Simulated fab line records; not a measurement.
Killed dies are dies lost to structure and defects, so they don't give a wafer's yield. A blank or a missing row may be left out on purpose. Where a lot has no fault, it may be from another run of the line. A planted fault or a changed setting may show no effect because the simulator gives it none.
Problem report, 8D (eight disciplines) form, completed by code / flow n5_finfet / the parts of the form that need people (team, actions taken, sign-off) are left out

## 1. WHAT IS WRONG
At N5_HKMG_FIN_ALD_36, susceptor_temp_C averages 412.08 C over 6 wafers from 2 lots, while fault-free wafers read 399.98 C, standard deviation 0.21. That puts it +58 standard deviations away from the usual mean.
The step: deposits TiN, target thk 1 nm, pulse time 1 s, purge time 3 s.
First observed at day 8 23:35: wafer L230.2, on ald_metal-04. The record has a number at this step for 27 wafers belonging to 9 lots. Rule for "out" (also "out of limits"): further than 4 standard deviations from the usual mean. The other wafers with a number count as sound.

## 2. WHAT IT IS AND WHAT IT IS NOT
question=which readings at this step | is=susceptor_temp_C | is not=heater_power_w
question=which lots | is=L230, L233 | is not=L213, L214, L216, L220, L222, L228, L234
question=which wafers of those lots | is=all that have a number | is not=-
question=read on which tools | is=ald_metal-04 | is not=ald_metal-01
question=when | is=from day 8 23:35 | is not=up to then (18 sound wafers); but 3 sound wafers of L234 came after

## 3. THE SUSPECTS, EACH WITH WHAT RULES IT OUT
Counting: a tool stays on the suspect list if, at a process step up to the reading, it processed all lots that are out and no sound lot following the first of them.
- ald_hk-02 at N5_HKMG_FIN_ALD_74 (deposits La2O3, target thk 0.5 nm, pulse time 6 s, co reactant pulse time 1 s): ruled out as a lasting fault. The sound lots L234 went through it after L230, its earliest lot that is out (day 8 20:56).
- ald_metal-04 at N5_HKMG_FIN_ALD_36 (deposits TiN, target thk 1 nm, pulse time 1 s, purge time 3 s): kept. It ran every lot that is out, first L230 (day 8 23:35), and no sound lot after that; its last sound lot up to then is L222 (day 6 14:41). Its own readings are out on those wafers: susceptor_temp_C.
Left after counting: ald_metal-04 at N5_HKMG_FIN_ALD_36.

## 4. THE CAUSE (what the simulator had put in)
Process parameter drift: ald_metal-04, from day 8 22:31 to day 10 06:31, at N5_HKMG_FIN_ALD_36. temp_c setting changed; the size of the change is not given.
Only this tool survived the counting.

## 5. THE EFFECT CHAIN, in route order
Rows list readings where the struck wafers' mean (over those with a number) sits beyond 3 standard deviations from the usual. Only readings whose record carries a usual standard deviation are examined. hours: median over the lots of the time between each lot's start at the first step of this table that gives one and its start at this step. sigmas: the change, counted in usual standard deviations.
hours=0; step=N5_HKMG_FIN_ALD_36; reading=susceptor_temp_C; usual=399.98 C; on struck wafers=412.08; change=+12.10; sigmas=+58
It contains these process steps:
- N5_HKMG_FIN_ALD_36: deposits TiN, target thk 1 nm, pulse time 1 s, purge time 3 s.
Later steps that measure or inspect, where all struck wafers having a row at the step show a number for every such reading and not one has moved that far: N5_BEOL_M4_RC_MEAS_101.

## 6. WHAT WOULD HAVE CAUGHT IT SOONER
In this record the first reading out of limits was taken at day 8 23:35, 1 hour after the fault began at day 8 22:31.
